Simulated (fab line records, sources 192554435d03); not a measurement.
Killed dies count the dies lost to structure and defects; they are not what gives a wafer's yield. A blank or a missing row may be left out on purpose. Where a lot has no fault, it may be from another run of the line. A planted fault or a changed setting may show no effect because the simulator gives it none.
fab line records    flow n5-finfet
record lots=24  wafers=72  last-day=18
route steps=1938 shown GATE_CUT@475 MOL_CONTACT_COAG@531
lots that met no fault: taken from a fault-free run of the same line
start-h: hours from the record's opening day to when the first of the lot's shown wafers began    wait-h: hours since the lot's step before    " identical to the entry in the row above    L1.1+2: a row that stands for several wafers    - no value present, or no start provided    * or withheld: withheld    < > ~ a bound
route shown NAME@n: names a module that has steps shown in the file, with the first one's number in the route    usual: mean/standard deviation taken from wafers without a fault    same: alike in all rows    chamber/n: place in a boat    sites: readings site by site    _std_site: their standard deviation    _edge_site: mean of outer sites minus mean of inner sites    radius-mm: how far each site lies from the wafer's centre    mask NAME#n: copy n    behind: the last tool/chamber to shape the wafer    hold: the reason the lot was held/the length of the hold in hours/how it ended    device: the n, p or np transistor that did not switch    end of line: at the end of the route, the tests of the same wafers    for a step that has no rows: nothing shown but its recipe    killed: count of dies lost to structure and defects at first sort (not the wafer's yield)    map: shows each die of a wafer: x if killed, . if not, _ if none is there
set.NAME: the run value of the setting; set.NAME@STEP: its run value at that earlier step    model.NAME: the simulator's own value behind a step, which no gauge read
one table for each step of the route and one row for each wafer, over a sample of lots
services: a tool's chamber out of use, with start hour (start-h, from the record's first day; less than 0 if before it), hours out, and reason
## steps
# step N5_GATE_CUT_CMP_02
# recipe stop-on=SiO2  t-overpolish-s=12.7  post-cmp-clean=alkaline-brush  down-force-psi=2.5  platen-rpm=51.8  pad-velocity-m-s=1.0307  target-thk-nm=0
# usual motor-current-A=8.8/1  overpolish-run-s=12.701/0.0096  time-to-endpoint-s=25.3/2.5
# same t-overpolish-s=12.7
lot.wafer  tool    chamber  start-h  wait-h  motor-current-A  overpolish-run-s  time-to-endpoint-s
L074.4     cmp-03  0        87.01    0.0     10.4             12.695            28.6
L074.2     "       2        "        "       8.2              12.705            28.1
L074.6     "       1        "        "       7.9              12.709            27.0
L075.4     cmp-01  0        96.97    0.1     8.0              12.689            26.5
L075.1     "       2        "        "       11.2             12.698            25.2
L075.6     "       3        "        "       9.8              12.704            22.2
L076.3     cmp-02  1        99.45    0.1     7.3              12.710            25.7
L076.6     "       1        "        "       7.9              12.716            28.9
L076.5     "       2        "        "       8.4              12.698            24.8
L077.2     cmp-01  3        103.62   0.1     9.5              12.693            23.5
L077.4     "       0        "        "       8.6              12.704            25.2
L077.5     "       3        "        "       9.7              12.699            22.4
L078.4     cmp-03  3        109.89   0.0     8.0              12.704            26.2
L078.1     "       0        "        "       10.6             12.693            30.0
L078.3     "       2        "        "       8.2              12.715            31.8
L079.4     cmp-02  0        116.92   0.1     8.2              12.698            24.5
L079.3     "       1        "        "       7.9              12.714            24.9
L079.1     "       2        "        "       8.4              12.703            24.2
L080.2     cmp-01  0        119.57   0.1     8.5              12.687            25.0
L080.3     "       1        "        "       9.0              12.691            27.1
L080.6     "       1        "        "       9.7              12.704            26.0
L081.3     cmp-01  1        126.60   0.1     9.7              12.687            25.6
L081.5     "       0        "        "       8.1              12.707            28.2
L081.6     "       1        "        "       10.3             12.703            25.5
L082.4     cmp-03  0        132.67   0.1     10.9             12.717            27.2
L082.6     "       1        "        "       8.1              12.705            26.0
L082.5     "       2        "        "       8.2              12.692            25.6
L083.4     cmp-03  0        137.84   0.1     10.4             12.696            30.8
L083.5     "       2        "        "       8.4              12.696            28.9
L083.6     "       3        "        "       7.9              12.710            22.9
L084.4     cmp-01  0        145.33   0.0     8.2              12.717            26.0
L084.3     "       3        "        "       9.6              12.677            22.5
L084.5     "       1        "        "       9.7              12.707            23.4
L085.2     cmp-02  2        147.97   0.1     8.1              12.687            19.2
L085.3     "       3        "        "       7.9              12.711            23.6
L085.5     "       0        "        "       8.6              12.706            22.3
L086.3     cmp-02  1        152.83   0.1     7.8              12.702            24.4
L086.1     "       2        "        "       8.3              12.692            20.7
L086.5     "       2        "        "       7.7              12.713            20.1
L087.1     cmp-03  0        162.47   0.1     9.8              12.702            25.9
L087.3     "       1        "        "       7.8              12.715            23.3
L087.6     "       3        "        "       8.2              12.695            20.2
L088.2     cmp-02  2        168.40   0.1     8.4              12.700            25.8
L088.4     "       1        "        "       7.8              12.696            26.2
L088.5     "       2        "        "       8.1              12.716            24.4
L089.4     cmp-03  1        173.17   0.1     7.9              12.692            25.2
L089.5     "       2        "        "       8.3              12.700            31.2
L089.6     "       3        "        "       8.3              12.710            27.3
L090.1     cmp-02  2        182.75   0.1     8.5              12.689            23.3
L090.3     "       3        "        "       7.7              12.706            25.0
L090.5     "       3        "        "       7.5              12.715            24.4
L091.3     cmp-01  1        185.00   0.1     9.5              12.691            21.4
L091.6     "       3        "        "       10.3             12.715            23.6
L091.5     "       0        "        "       8.6              12.708            24.7
L092.2     cmp-01  1        191.77   0.1     9.4              12.688            24.8
L092.3     "       2        "        "       10.9             12.692            23.1
L092.6     "       0        "        "       8.2              12.709            23.3
L093.2     cmp-02  0        198.56   0.1     8.6              12.696            26.0
L093.3     "       3        "        "       7.5              12.695            24.7
L093.5     "       0        "        "       8.5              12.711            25.6
L094.1     cmp-03  2        204.16   0.2     8.5              12.700            25.1
L094.6     "       3        "        "       8.2              12.700            20.2
L094.5     "       0        "        "       10.3             12.692            26.5
L095.4     cmp-02  0        209.55   0.0     8.9              12.710            25.4
L095.1     "       1        "        "       7.8              12.687            28.5
L095.5     "       1        "        "       7.4              12.709            27.7
L096.2     cmp-01  3        216.65   0.1     9.9              12.681            22.7
L096.1     "       2        "        "       10.5             12.699            24.4
L096.5     "       3        "        "       9.4              12.698            25.1
L097.2     cmp-01  2        222.85   0.1     10.6             12.696            24.7
L097.3     "       0        "        "       8.4              12.689            24.8
L097.5     "       1        "        "       9.8              12.695            27.1
# step N5_MOL_CONTACT_COAG_ETCH_105
# recipe chemistry=CF4  target=SiARC  target-depth-a=156  mask-material=CAR-EUV  time-s=26  ion-energy-ev=80  pressure-mtorr=40  source-w=545  bias-w=36  Ar_flow_sccm=100  cf4-flow-sccm=100  ends=cleared
# usual drypump-motor-current-A=5.7/0.58  etch-rf-on-time-s=26.0/0.55  oes-product-au=0.66/0.073  rf-vpp-V=183.8/1.1  showerhead-plenum-p-Torr=2.12/0.059  throttle-valve-pct=15.63/0.26
lot.wafer  tool         chamber  start-h  wait-h  drypump-motor-current-A  etch-rf-on-time-s  oes-product-au  rf-hours-counter-h  rf-vpp-V  showerhead-plenum-p-Torr  throttle-valve-pct
L074.2     rie-diel-01  2        92.55    0.0     6.5                      24.6               0.77            34                  185.2     2.19                      15.17
L074.4     "            1        "        "       5.1                      25.5               0.67            130                 185.8     2.14                      15.49
L074.6     "            2        "        "       6.4                      24.5               0.78            -                   184.4     2.19                      15.16
L075.1     rie-diel-06  0        103.38   0.0     5.6                      25.4               0.68            137                 184.1     2.16                      15.64
L075.4     "            2        "        "       6.6                      25.7               0.59            218                 182.1     2.04                      15.64
L075.6     "            2        "        "       6.6                      25.7               0.59            -                   182.7     2.04                      15.64
L076.3     rie-diel-01  2        105.34   0.0     6.4                      24.6               0.76            39                  184.5     2.19                      15.17
L076.5     "            2        "        "       6.4                      24.8               0.76            -                   184.6     2.19                      15.17
L076.6     "            1        "        "       5.1                      25.9               0.65            -                   184.1     2.14                      15.50
L077.2     rie-diel-06  3        108.80   0.0     5.4                      26.5               0.60            192                 183.1     2.04                      15.79
L077.4     "            0        "        "       5.6                      25.6               0.68            139                 184.2     2.16                      15.62
L077.5     "            0        "        "       5.6                      25.5               0.68            -                   183.1     2.16                      15.65
L078.1     rie-diel-06  3        114.80   0.0     5.5                      26.6               0.59            194                 184.9     2.04                      15.79
L078.3     "            2        "        "       6.6                      25.9               0.59            222                 182.7     2.04                      15.64
L078.4     "            0        "        "       5.6                      25.6               0.67            141                 183.5     2.16                      15.64
L079.1     rie-diel-06  3        121.63   0.0     5.5                      26.6               0.60            196                 182.8     2.04                      15.80
L079.3     "            2        "        "       6.6                      25.9               0.59            224                 181.7     2.04                      15.65
L079.4     "            0        "        "       5.6                      25.3               0.68            143                 185.0     2.16                      15.65
L080.2     rie-diel-06  1        124.90   0.0     4.9                      25.8               0.66            132                 184.4     2.08                      15.92
L080.3     "            0        "        "       5.6                      25.5               0.67            144                 183.4     2.16                      15.64
L080.6     "            0        "        "       5.6                      25.4               0.68            -                   185.0     2.16                      15.64
L081.3     rie-diel-01  1        131.53   0.0     5.1                      25.8               0.65            143                 184.9     2.14                      15.51
L081.5     "            2        "        "       6.5                      24.8               0.75            -                   184.4     2.19                      15.20
L081.6     "            1        "        "       5.1                      25.7               0.65            -                   184.7     2.14                      15.50
L082.4     rie-diel-05  0        137.73   0.0     6.1                      26.1               0.76            33                  183.1     2.10                      15.27
L082.5     "            1        "        "       5.8                      26.6               0.60            -                   185.1     2.12                      15.78
L082.6     "            0        "        "       6.1                      26.1               0.76            -                   183.9     2.10                      15.25
L083.4     rie-diel-05  0        142.67   0.0     6.1                      25.8               0.76            35                  183.8     2.10                      15.27
L083.5     "            2        "        "       5.5                      26.6               0.57            -                   184.3     2.19                      15.47
L083.6     "            3        "        "       6.1                      26.1               0.61            -                   184.7     2.20                      15.96
L084.3     rie-diel-01  1        151.98   0.0     5.1                      26.0               0.64            152                 184.0     2.14                      15.53
L084.4     "            0        "        "       4.9                      26.3               0.68            97                  184.0     2.08                      15.62
L084.5     "            0        "        "       4.9                      26.2               0.69            -                   182.4     2.08                      15.63
L085.2     rie-diel-06  3        153.31   0.0     5.4                      26.5               0.59            210                 183.8     2.04                      15.83
L085.3     "            0        "        "       5.6                      25.2               0.67            156                 183.8     2.16                      15.68
L085.5     "            1        "        "       4.9                      25.7               0.66            -                   184.2     2.08                      15.95
L086.1     rie-diel-01  0        157.66   0.0     4.9                      26.0               0.70            100                 183.8     2.07                      15.68
L086.3     "            1        "        "       5.1                      25.9               0.64            155                 183.9     2.14                      15.53
L086.5     "            2        "        "       6.4                      25.0               0.74            -                   185.6     2.18                      15.20
L087.1     rie-diel-01  2        167.31   0.0     6.5                      25.0               0.73            64                  183.2     2.18                      15.23
L087.3     "            1        "        "       5.1                      26.2               0.64            158                 183.7     2.13                      15.54
L087.6     "            0        "        "       4.9                      26.2               0.70            -                   183.4     2.07                      15.64
L088.2     rie-diel-05  3        173.17   0.0     6.1                      25.9               0.61            197                 185.4     2.20                      15.95
L088.4     "            0        "        "       6.1                      26.0               0.76            38                  183.9     2.10                      15.26
L088.5     "            0        "        "       6.1                      26.0               0.76            -                   182.8     2.10                      15.27
L089.4     rie-diel-06  1        178.54   0.0     4.9                      26.0               0.65            152                 183.6     2.07                      15.97
L089.5     "            0        "        "       5.6                      25.8               0.65            -                   184.5     2.15                      15.70
L089.6     "            3        "        "       5.5                      26.8               0.58            -                   182.6     2.03                      15.84
L090.1     rie-diel-05  0        188.40   0.0     6.1                      25.8               0.75            43                  184.0     2.10                      15.29
L090.3     "            2        "        "       5.5                      26.9               0.56            248                 184.0     2.18                      15.52
L090.5     "            0        "        "       6.1                      26.1               0.74            -                   183.6     2.10                      15.29
L091.3     rie-diel-05  3        190.45   0.0     6.1                      25.9               0.60            204                 185.0     2.20                      15.97
L091.5     "            0        "        "       6.1                      25.9               0.75            -                   185.4     2.10                      15.29
L091.6     "            1        "        "       5.7                      26.1               0.60            -                   183.8     2.11                      15.82
L092.2     rie-diel-06  0        196.34   0.0     5.6                      25.8               0.65            173                 184.5     2.15                      15.69
L092.3     "            3        "        "       5.5                      26.3               0.58            228                 181.9     2.03                      15.85
L092.6     "            1        "        "       4.9                      25.7               0.65            -                   184.1     2.07                      15.98
L093.2     rie-diel-06  3        203.20   0.0     5.5                      26.6               0.58            229                 183.3     2.03                      15.86
L093.3     "            0        "        "       5.6                      25.4               0.65            175                 182.5     2.15                      15.71
L093.5     "            1        "        "       4.8                      25.9               0.64            -                   183.3     2.07                      16.00
L094.1     rie-diel-05  3        214.86   0.0     6.0                      26.0               0.60            215                 184.4     2.20                      16.00
L094.5     "            1        "        "       5.8                      26.1               0.60            -                   183.5     2.11                      15.84
L094.6     "            0        "        "       6.1                      26.0               0.73            -                   183.8     2.10                      15.30
L095.1     rie-diel-01  2        215.54   0.0     6.4                      25.1               0.71            82                  183.7     2.17                      15.27
L095.4     "            1        "        "       5.1                      25.8               0.63            175                 183.2     2.13                      15.57
L095.5     "            1        "        "       5.1                      26.2               0.62            -                   184.3     2.13                      15.58
L096.1     rie-diel-05  3        221.53   0.0     6.1                      26.2               0.60            217                 185.1     2.20                      15.99
L096.2     "            2        "        "       5.5                      25.9               0.84            1                   184.6     2.18                      15.05
L096.5     "            0        "        "       6.1                      26.3               0.73            -                   182.7     2.10                      15.29
L097.2     rie-diel-06  3        227.62   0.0     5.4                      26.6               0.57            239                 184.1     2.03                      15.90
L097.3     "            2        "        "       6.6                      25.7               0.84            7                   185.0     2.28                      15.25
L097.5     "            1        "        "       4.8                      25.5               0.64            -                   183.3     2.07                      16.02
# step N5_MOL_CONTACT_COAG_PRE_CLEAN_141
# recipe gas=H2/He  time-s=60  temp-c=300
# usual heater-power-w=474/38
lot.wafer  tool            chamber  start-h  wait-h  heater-power-w
L074.2     pvd-sputter-03  -        94.13    0.2     479
L074.4     "               -        "        "       454
L074.6     "               -        "        "       509
L075.1     pvd-sputter-03  -        105.78   0.2     436
L075.4     "               -        "        "       479
L075.6     "               -        "        "       483
L076.3     pvd-sputter-01  -        108.07   0.9     412
L076.5     "               -        "        "       439
L076.6     "               -        "        "       503
L077.2     pvd-sputter-03  -        111.38   1.0     446
L077.4     "               -        "        "       478
L077.5     "               -        "        "       468
L078.1     pvd-sputter-01  -        117.48   1.2     481
L078.3     "               -        "        "       437
L078.4     "               -        "        "       497
L079.1     pvd-sputter-01  -        124.53   0.5     451
L079.3     "               -        "        "       511
L079.4     "               -        "        "       423
L080.2     pvd-sputter-02  -        128.13   0.6     547
L080.3     "               -        "        "       414
L080.6     "               -        "        "       480
L081.3     pvd-sputter-03  -        133.39   0.4     456
L081.5     "               -        "        "       463
L081.6     "               -        "        "       514
L082.4     pvd-sputter-03  -        139.45   0.1     515
L082.5     "               -        "        "       515
L082.6     "               -        "        "       473
L083.4     pvd-sputter-02  -        146.38   1.4     535
L083.5     "               -        "        "       503
L083.6     "               -        "        "       502
L084.3     pvd-sputter-01  -        154.02   0.6     494
L084.4     "               -        "        "       426
L084.5     "               -        "        "       434
L085.2     pvd-sputter-02  -        155.64   0.9     506
L085.3     "               -        "        "       426
L085.5     "               -        "        "       425
L086.1     pvd-sputter-01  -        161.80   2.7     507
L086.3     "               -        "        "       413
L086.5     "               -        "        "       434
L087.1     pvd-sputter-03  -        172.47   3.7     517
L087.3     "               -        "        "       441
L087.6     "               -        "        "       461
L088.2     pvd-sputter-03  -        174.95   0.2     467
L088.4     "               -        "        "       455
L088.5     "               -        "        "       455
L089.4     pvd-sputter-01  -        181.43   1.3     487
L089.5     "               -        "        "       508
L089.6     "               -        "        "       414
L090.1     pvd-sputter-02  -        191.88   1.0     508
L090.3     "               -        "        "       418
L090.5     "               -        "        "       509
L091.3     pvd-sputter-02  -        194.10   2.2     499
L091.5     "               -        "        "       512
L091.6     "               -        "        "       433
L092.2     pvd-sputter-01  -        199.62   0.5     514
L092.3     "               -        "        "       422
L092.6     "               -        "        "       421
L093.2     pvd-sputter-01  -        205.18   0.3     498
L093.3     "               -        "        "       510
L093.5     "               -        "        "       441
L094.1     pvd-sputter-01  -        219.46   1.9     447
L094.5     "               -        "        "       425
L094.6     "               -        "        "       505
L095.1     pvd-sputter-01  -        219.62   1.9     494
L095.4     "               -        "        "       509
L095.5     "               -        "        "       500
L096.1     pvd-sputter-01  -        223.81   0.6     494
L096.2     "               -        "        "       419
L096.5     "               -        "        "       511
L097.2     pvd-sputter-03  -        231.74   2.7     450
L097.3     "               -        "        "       490
L097.5     "               -        "        "       501
# step N5_MOL_CONTACT_COAG_SPUTTER_143
# recipe material=Co  target-thk-a=25  temp-c=25  chamber-pressure-pa=0.2
# usual throttle-valve-pct=30.3/0.97
lot.wafer  tool            chamber  start-h  wait-h  throttle-valve-pct
L074.2     pvd-sputter-03  -        94.19    0.0     30.1
L074.4     "               -        "        "       30.3
L074.6     "               -        "        "       30.8
L075.1     pvd-sputter-03  -        105.84   0.0     29.6
L075.4     "               -        "        "       30.0
L075.6     "               -        "        "       29.9
L076.3     pvd-sputter-01  -        108.13   0.0     31.1
L076.5     "               -        "        "       29.6
L076.6     "               -        "        "       29.9
L077.2     pvd-sputter-03  -        111.44   0.0     29.9
L077.4     "               -        "        "       30.2
L077.5     "               -        "        "       30.2
L078.1     pvd-sputter-01  -        117.54   0.0     32.0
L078.3     "               -        "        "       29.5
L078.4     "               -        "        "       29.8
L079.1     pvd-sputter-01  -        124.59   0.0     30.0
L079.3     "               -        "        "       30.1
L079.4     "               -        "        "       31.1
L080.2     pvd-sputter-02  -        128.19   0.0     28.1
L080.3     "               -        "        "       31.0
L080.6     "               -        "        "       28.5
L081.3     pvd-sputter-03  -        133.45   0.0     30.2
L081.5     "               -        "        "       29.5
L081.6     "               -        "        "       30.7
L082.4     pvd-sputter-03  -        139.51   0.0     30.8
L082.5     "               -        "        "       30.7
L082.6     "               -        "        "       30.1
L083.4     pvd-sputter-02  -        146.44   0.0     27.9
L083.5     "               -        "        "       28.6
L083.6     "               -        "        "       30.6
L084.3     pvd-sputter-01  -        154.08   0.0     32.1
L084.4     "               -        "        "       29.6
L084.5     "               -        "        "       29.8
L085.2     pvd-sputter-02  -        155.70   0.0     30.9
L085.3     "               -        "        "       30.9
L085.5     "               -        "        "       31.2
L086.1     pvd-sputter-01  -        161.86   0.0     29.7
L086.3     "               -        "        "       30.8
L086.5     "               -        "        "       30.0
L087.1     pvd-sputter-03  -        172.53   0.0     31.0
L087.3     "               -        "        "       29.9
L087.6     "               -        "        "       30.3
L088.2     pvd-sputter-03  -        175.01   0.0     30.1
L088.4     "               -        "        "       30.4
L088.5     "               -        "        "       30.2
L089.4     pvd-sputter-01  -        181.49   0.0     29.8
L089.5     "               -        "        "       32.0
L089.6     "               -        "        "       30.8
L090.1     pvd-sputter-02  -        191.94   0.0     30.7
L090.3     "               -        "        "       30.9
L090.5     "               -        "        "       30.6
L091.3     pvd-sputter-02  -        194.16   0.0     30.4
L091.5     "               -        "        "       30.4
L091.6     "               -        "        "       30.4
L092.2     pvd-sputter-01  -        199.68   0.0     29.8
L092.3     "               -        "        "       30.8
L092.6     "               -        "        "       31.0
L093.2     pvd-sputter-01  -        205.24   0.0     32.1
L093.3     "               -        "        "       29.8
L093.5     "               -        "        "       29.7
L094.1     pvd-sputter-01  -        219.52   0.0     29.8
L094.5     "               -        "        "       31.0
L094.6     "               -        "        "       32.2
L095.1     pvd-sputter-01  -        219.68   0.0     30.1
L095.4     "               -        "        "       32.0
L095.5     "               -        "        "       31.9
L096.1     pvd-sputter-01  -        223.87   0.0     31.9
L096.2     "               -        "        "       30.9
L096.5     "               -        "        "       32.1
L097.2     pvd-sputter-03  -        231.80   0.0     29.7
L097.3     "               -        "        "       30.2
L097.5     "               -        "        "       30.9
# step N5_MOL_CONTACT_COAG_SPUTTER_130
# recipe material=Co  target-thk-a=475  temp-c=25  chamber-pressure-pa=0.5  power-w=3000
# usual throttle-valve-pct=30.1/0.85
lot.wafer  tool            chamber  start-h  wait-h  throttle-valve-pct
L074.2     pvd-sputter-02  -        97.66    0.0     30.6
L074.4     "               -        "        "       28.9
L074.6     "               -        "        "       28.8
L075.1     pvd-sputter-03  -        108.20   0.0     29.6
L075.4     "               -        "        "       30.8
L075.6     "               -        "        "       30.0
L076.3     pvd-sputter-03  -        111.20   0.0     30.9
L076.5     "               -        "        "       29.8
L076.6     "               -        "        "       30.8
L077.2     pvd-sputter-03  -        113.50   0.0     29.7
L077.4     "               -        "        "       30.3
L077.5     "               -        "        "       30.2
L078.1     pvd-sputter-02  -        120.49   0.0     30.7
L078.3     "               -        "        "       28.1
L078.4     "               -        "        "       28.8
L079.1     pvd-sputter-02  -        127.43   0.0     28.0
L079.3     "               -        "        "       28.7
L079.4     "               -        "        "       31.1
L080.2     pvd-sputter-02  -        130.45   0.0     30.7
L080.3     "               -        "        "       27.9
L080.6     "               -        "        "       27.9
L081.3     pvd-sputter-03  -        136.69   0.0     30.1
L081.5     "               -        "        "       30.7
L081.6     "               -        "        "       29.5
L082.4     pvd-sputter-02  -        141.75   0.0     30.7
L082.5     "               -        "        "       27.9
L082.6     "               -        "        "       31.0
L083.4     pvd-sputter-03  -        149.70   0.0     30.7
L083.5     "               -        "        "       29.5
L083.6     "               -        "        "       30.8
L084.3     pvd-sputter-03  -        157.78   0.0     30.7
L084.4     "               -        "        "       30.2
L084.5     "               -        "        "       30.3
L085.2     pvd-sputter-03  -        158.22   0.0     30.0
L085.3     "               -        "        "       30.8
L085.5     "               -        "        "       30.0
L086.1     pvd-sputter-03  -        163.64   0.0     30.8
L086.3     "               -        "        "       30.1
L086.5     "               -        "        "       29.7
L087.1     pvd-sputter-03  -        174.47   0.0     29.6
L087.3     "               -        "        "       30.2
L087.6     "               -        "        "       30.3
L088.2     pvd-sputter-03  -        178.46   0.0     30.1
L088.4     "               -        "        "       29.6
L088.5     "               -        "        "       29.7
L089.4     pvd-sputter-01  -        183.63   0.0     30.8
L089.5     "               -        "        "       29.8
L089.6     "               -        "        "       29.9
L090.1     pvd-sputter-02  -        194.72   0.0     28.7
L090.3     "               -        "        "       30.7
L090.5     "               -        "        "       30.8
L091.3     pvd-sputter-03  -        196.44   0.0     30.2
L091.5     "               -        "        "       30.1
L091.6     "               -        "        "       30.4
L092.2     pvd-sputter-03  -        202.10   0.0     29.5
L092.3     "               -        "        "       31.1
L092.6     "               -        "        "       29.7
L093.2     pvd-sputter-02  -        208.01   0.0     28.4
L093.3     "               -        "        "       28.9
L093.5     "               -        "        "       28.8
L094.1     pvd-sputter-03  -        223.05   0.0     29.9
L094.5     "               -        "        "       30.6
L094.6     "               -        "        "       29.6
L095.1     pvd-sputter-01  -        223.15   0.0     32.1
L095.4     "               -        "        "       30.7
L095.5     "               -        "        "       30.7
L096.1     pvd-sputter-03  -        228.24   0.0     30.0
L096.2     "               -        "        "       30.8
L096.5     "               -        "        "       30.0
L097.2     pvd-sputter-01  -        234.10   0.0     31.2
L097.3     "               -        "        "       32.2
L097.5     "               -        "        "       31.9
# step N5_MOL_CONTACT_COAG_CMP_23
# recipe stop-on=SiO2  t-overpolish-s=1.5  post-cmp-clean=cu-alkaline  down-force-psi=2  platen-rpm=50.289  pad-velocity-m-s=1.0006  target-thk-nm=0
# usual motor-current-A=8.2/0.91  overpolish-run-s=1.499/0.0089  time-to-endpoint-s=8.8/2.1
# same t-overpolish-s=1.5
lot.wafer  tool    chamber  start-h  wait-h  motor-current-A  overpolish-run-s  time-to-endpoint-s
L074.2     cmp-02  0        97.84    0.0     7.9              1.488             9.2
L074.4     "       1        "        "       7.2              1.490             8.9
L074.6     "       0        "        "       7.8              1.487             9.5
L075.4     cmp-02  1        108.42   0.1     6.8              1.496             7.6
L075.1     "       3        "        "       7.0              1.503             7.2
L075.6     "       0        "        "       7.6              1.495             6.9
L076.3     cmp-01  0        111.49   0.1     7.5              1.490             9.6
L076.6     "       1        "        "       8.8              1.489             9.2
L076.5     "       2        "        "       9.4              1.512             10.2
L077.2     cmp-04  1        113.92   0.3     8.2              1.492             5.9
L077.4     "       3        "        "       9.2              1.510             6.7
L077.5     "       1        "        "       8.1              1.506             6.8
L078.1     cmp-04  0        120.67   0.0     10.0             1.509             8.4
L078.4     "       2        "        "       7.5              1.496             9.4
L078.3     "       3        "        "       9.0              1.508             8.7
L079.4     cmp-04  2        127.61   0.0     8.0              1.493             7.4
L079.3     "       0        "        "       9.2              1.500             10.0
L079.1     "       1        "        "       7.8              1.505             9.7
L080.2     cmp-04  2        130.63   0.0     8.0              1.501             8.9
L080.3     "       3        "        "       9.3              1.495             10.1
L080.6     "       3        "        "       9.3              1.496             7.8
L081.3     cmp-04  2        136.91   0.1     7.8              1.498             9.6
L081.5     "       1        "        "       8.5              1.500             7.9
L081.6     "       2        "        "       7.7              1.513             9.0
L082.4     cmp-01  3        142.00   0.1     8.4              1.502             8.2
L082.6     "       3        "        "       8.8              1.505             8.4
L082.5     "       0        "        "       7.3              1.499             11.8
L083.4     cmp-04  0        149.96   0.1     9.8              1.500             10.0
L083.6     "       3        "        "       9.1              1.505             10.2
L083.5     "       0        "        "       9.4              1.504             13.7
L084.3     cmp-01  1        158.00   0.1     8.3              1.516             4.9
L084.4     "       3        "        "       8.8              1.508             5.7
L084.5     "       1        "        "       8.5              1.508             5.7
L085.2     cmp-04  0        158.44   0.1     9.5              1.517             8.6
L085.3     "       2        "        "       7.5              1.502             7.1
L085.5     "       3        "        "       9.7              1.501             7.6
L086.1     cmp-01  0        163.82   0.0     7.1              1.494             7.6
L086.3     "       2        "        "       9.6              1.503             7.4
L086.5     "       0        "        "       7.8              1.494             9.1
L087.1     cmp-04  0        174.69   0.1     9.8              1.487             12.0
L087.3     "       1        "        "       7.9              1.494             11.6
L087.6     "       0        "        "       9.5              1.486             10.3
L088.4     cmp-04  3        178.72   0.1     8.5              1.498             7.5
L088.2     "       0        "        "       10.0             1.490             10.2
L088.5     "       1        "        "       7.9              1.510             10.0
L089.4     cmp-02  3        183.88   0.1     7.0              1.490             9.8
L089.6     "       1        "        "       7.0              1.500             11.1
L089.5     "       2        "        "       7.4              1.512             6.7
L090.1     cmp-04  0        194.90   0.0     9.0              1.502             13.0
L090.3     "       3        "        "       8.6              1.530             9.4
L090.5     "       0        "        "       9.7              1.511             13.4
L091.3     cmp-01  0        196.69   0.1     7.4              1.494             9.6
L091.5     "       2        "        "       9.6              1.505             5.0
L091.6     "       3        "        "       9.1              1.491             6.0
L092.2     cmp-01  3        202.28   0.0     8.6              1.499             5.8
L092.3     "       2        "        "       9.5              1.483             9.8
L092.6     "       0        "        "       7.3              1.494             9.0
L093.2     cmp-02  0        208.19   0.0     7.6              1.503             8.8
L093.3     "       2        "        "       7.0              1.494             8.0
L093.5     "       0        "        "       7.9              1.501             10.0
L094.1     cmp-04  2        223.37   0.2     8.1              1.499             11.7
L094.5     "       0        "        "       9.0              1.497             11.2
L094.6     "       1        "        "       8.5              1.516             12.2
L095.1     cmp-02  1        223.40   0.1     6.8              1.501             10.5
L095.4     "       0        "        "       7.7              1.497             8.4
L095.5     "       2        "        "       7.6              1.504             7.8
L096.2     cmp-02  3        228.42   0.0     6.9              1.497             7.0
L096.1     "       0        "        "       8.1              1.491             7.6
L096.5     "       3        "        "       6.9              1.483             6.5
L097.2     cmp-02  0        234.32   0.1     7.7              1.491             8.7
L097.3     "       2        "        "       7.1              1.494             8.7
L097.5     "       3        "        "       7.2              1.483             7.5
## services
tool            chamber  start-h  hours  kind
cmp-04          -        64.52    4.0    pm
cmp-04          -        68.52    -      consumable-replace:conditioner
cmp-04          -        68.52    -      consumable-replace:pad
pvd-sputter-03  -        76.13    2.0    repair
rie-diel-06     0        82.08    7.0    repair
cmp-04          -        89.91    2.3    repair
rie-diel-01     -        90.23    0.2    repair
cmp-02          -        127.72   4.6    pm
cmp-01          -        132.22   4.6    pm
cmp-02          -        136.03   4.0    pm
cmp-02          -        140.03   -      consumable-replace:conditioner
cmp-02          -        140.03   -      consumable-replace:pad
rie-diel-05     -        147.49   16.3   repair
pvd-sputter-02  -        162.27   23.5   repair
rie-diel-01     1        164.18   2.6    repair
cmp-01          -        178.17   4.0    pm
cmp-01          -        182.17   -      consumable-replace:conditioner
cmp-01          -        182.17   -      consumable-replace:pad
cmp-01          -        183.39   0.2    repair
rie-diel-06     2        186.97   -      clean
rie-diel-06     2        186.97   -      consumable-replace:focus-ring
rie-diel-06     2        186.97   -      consumable-replace:showerhead
rie-diel-05     -        220.37   0.1    repair
cmp-04          -        227.87   4.1    pm
## key
fault none
